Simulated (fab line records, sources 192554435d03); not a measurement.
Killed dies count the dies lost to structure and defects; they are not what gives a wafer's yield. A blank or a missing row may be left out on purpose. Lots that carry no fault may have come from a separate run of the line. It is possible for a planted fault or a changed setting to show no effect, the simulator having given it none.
Matching of chambers | flow n5 finfet | N5_HKMG_FIN_DESCUM_17 on rie diel-03 has 4 sister chambers
The step chemistry O2, time 7.9 s. 4 wafers are shown with their chamber, then 6 later ones without.

== EACH WAFER AND ITS CHAMBER ==
wafer  | chamber | drypump motor current A (A)
L093.3 | 3       | 6.0
L095.2 | 1       | 6.2
L095.3 | 2       | 5.6
L095.4 | 0       | 5.5

== WAFERS WITH NO CHAMBER GIVEN ==
wafer  | drypump motor current A (A)
L097.2 | 6.0
L097.4 | 5.6
L097.5 | 6.1
L096.1 | 5.6
L096.2 | 5.9
L096.4 | 5.5

== WHICH CHAMBER EACH ONE RAN IN ==
wafer  | from the rows above     | in truth
L097.2 | 3                       | 3
L097.4 | can't be placed: 2 or 0 | 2
L097.5 | can't be placed: 3 or 1 | 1
L096.1 | can't be placed: 2 or 0 | 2
L096.2 | 3                       | 3
L096.4 | can't be placed: 0 or 2 | 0
2 of 6 placed correctly. Cannot be placed on the basis of these rows: 4; the candidates contain the true chamber in 4. Wrongly placed: 0.
How it was worked out, from the rows above alone: a wafer's distance from a chamber is the root of the sum, over the readings, of the square of ((its reading less the chamber's mean) divided by the reading's scatter). If the next closest chamber is less than 2 further off than the closest, the wafer can't be placed; otherwise it belongs to the closest. Each chamber's mean is taken over the wafers shown for it. The scatter: with one shown wafer a chamber, the root of the mean of the squares of how far each hidden wafer lies from its nearest shown one.
